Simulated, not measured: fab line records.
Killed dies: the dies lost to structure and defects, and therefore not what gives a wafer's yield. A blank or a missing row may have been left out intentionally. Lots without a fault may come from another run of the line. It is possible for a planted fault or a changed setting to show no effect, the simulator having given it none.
What tool caused it? || flow nand-harc || 36 wafers from 12 lots sampled at 3 of the route's 1302 steps

== WHAT THE GAUGES READ, wafer by wafer ==
NHARC_A_SLIT_OVL_MEAS_10.
{"lot": "L075", "measured": "day 20 07:49", "on": "overlay-01", "overlay-x-nm (nm)": "-1.1 -0.6 -0.1"}
{"lot": "L077", "measured": "day 20 08:23", "on": "overlay-02", "overlay-x-nm (nm)": "0.7 0.7 0.8"}
{"lot": "L079", "measured": "day 21 11:04", "on": "overlay-01", "overlay-x-nm (nm)": "0.4 0.4 -0.1"}
{"lot": "L081", "measured": "day 23 04:15", "on": "overlay-01", "overlay-x-nm (nm)": "0.2 -0.5 0.0"}
{"lot": "L083", "measured": "day 23 16:46", "on": "overlay-01", "overlay-x-nm (nm)": "-0.1 -0.3 0.0"}
{"lot": "L085", "measured": "day 24 08:28", "on": "overlay-01", "overlay-x-nm (nm)": "-0.3 0.1 0.1"}
{"lot": "L086", "measured": "day 25 09:18", "on": "overlay-02", "overlay-x-nm (nm)": "-0.6 0.3 0.1"}
{"lot": "L089", "measured": "day 26 06:07", "on": "overlay-01", "overlay-x-nm (nm)": "-0.6 -0.6 -0.7"}
{"lot": "L091", "measured": "day 26 05:30", "on": "overlay-01", "overlay-x-nm (nm)": "0.6 -0.1 0.2"}
{"lot": "L094", "measured": "day 27 15:17", "on": "overlay-01", "overlay-x-nm (nm)": "0.6 0.5 0.5"}
{"lot": "L095", "measured": "day 28 11:59", "on": "overlay-01", "overlay-x-nm (nm)": "-0.2 -0.2 -0.1"}
{"lot": "L096", "measured": "day 29 20:14", "on": "overlay-01", "overlay-x-nm (nm)": "0.2 0.1 -0.1"}

== TOOL THAT RAN EACH LOT (tool first, then ch and the chambers of the sampled wafers, then the start) ==
{"lot": "L075", "NHARC_A_STAIRCASE_ETCH_444": "rie-diel-04 ch 0,2,3, day 19 06:46", "NHARC_A_SGD_CUT_STRIP_17": "rie-diel-02 ch 0,1,3, day 20 07:49 or earlier"}
{"lot": "L077", "NHARC_A_STAIRCASE_ETCH_444": "rie-diel-04 ch 0,2,3, day 19 11:02", "NHARC_A_SGD_CUT_STRIP_17": "rie-diel-06 ch 0,1,3, day 20 08:23 or earlier"}
{"lot": "L079", "NHARC_A_STAIRCASE_ETCH_444": "rie-diel-05 ch 0,1,3, day 20 11:48", "NHARC_A_SGD_CUT_STRIP_17": "rie-diel-08 ch 0,1,3, day 21 11:04 or earlier"}
{"lot": "L081", "NHARC_A_STAIRCASE_ETCH_444": "rie-diel-05 ch 0,1,2, day 22 09:51", "NHARC_A_SGD_CUT_STRIP_17": "rie-diel-06 ch 1,2, day 23 04:15 or earlier"}
{"lot": "L083", "NHARC_A_STAIRCASE_ETCH_444": "rie-diel-04 ch 1,2, day 22 17:40", "NHARC_A_SGD_CUT_STRIP_17": "rie-diel-08 ch 1,2, day 23 16:46 or earlier"}
{"lot": "L085", "NHARC_A_STAIRCASE_ETCH_444": "rie-diel-11 ch 0,2,3, day 23 11:27", "NHARC_A_SGD_CUT_STRIP_17": "rie-diel-02 ch 0,2,3, day 24 08:28 or earlier"}
{"lot": "L086", "NHARC_A_STAIRCASE_ETCH_444": "rie-diel-04 ch 1,2,3, day 24 09:34", "NHARC_A_SGD_CUT_STRIP_17": "rie-diel-08 ch 0,1,3, day 24 18:52"}
{"lot": "L089", "NHARC_A_STAIRCASE_ETCH_444": "rie-diel-04 ch 0,3, day 25 08:24", "NHARC_A_SGD_CUT_STRIP_17": "rie-diel-06 ch 1,2,3, day 26 06:07 or earlier"}
{"lot": "L091", "NHARC_A_STAIRCASE_ETCH_444": "rie-diel-11 ch 1,2,3, day 25 11:24", "NHARC_A_SGD_CUT_STRIP_17": "rie-diel-08 ch 0,1,2, day 26 05:30 or earlier"}
{"lot": "L094", "NHARC_A_STAIRCASE_ETCH_444": "rie-diel-05 ch 0,2,3, day 26 19:30", "NHARC_A_SGD_CUT_STRIP_17": "rie-diel-02 ch 0,2,3, day 27 15:17 or earlier"}
{"lot": "L095", "NHARC_A_STAIRCASE_ETCH_444": "rie-diel-05 ch 0,2,3, day 27 17:25", "NHARC_A_SGD_CUT_STRIP_17": "rie-diel-02 ch 1,2,3, day 28 11:59 or earlier"}
{"lot": "L096", "NHARC_A_STAIRCASE_ETCH_444": "rie-diel-11 ch 0,1, day 28 22:56", "NHARC_A_SGD_CUT_STRIP_17": "rie-diel-06 ch 2,3, day 29 20:14 or earlier"}
- NHARC_A_STAIRCASE_ETCH_444: etches the open film in C4F8/O2, target depth 20400 nm, time 6800 s.
- NHARC_A_SGD_CUT_STRIP_17: strips in O2.

== THE ANSWER, worked out from the rows above alone ==
Rule: usual is defined by the lots themselves. Put in order of their means at a reading, lots are off if they are a third of the lots or fewer, leave a main group of 4 or more, and stand apart from it by a gap of 3 or more times the standard deviation of the main group's means; of several such gaps the widest counts. If all means in a main group match to the digits the tables above print for the reading, that group is not used. A lot without any number at a reading at which 4 lots or more have one is off too. Where the step has rows for the other lots, those lots are counted as sound.
Across all readings shown, no lot is off: no conclusion can be drawn from this.

== WHAT THE SIMULATOR PUT IN ==
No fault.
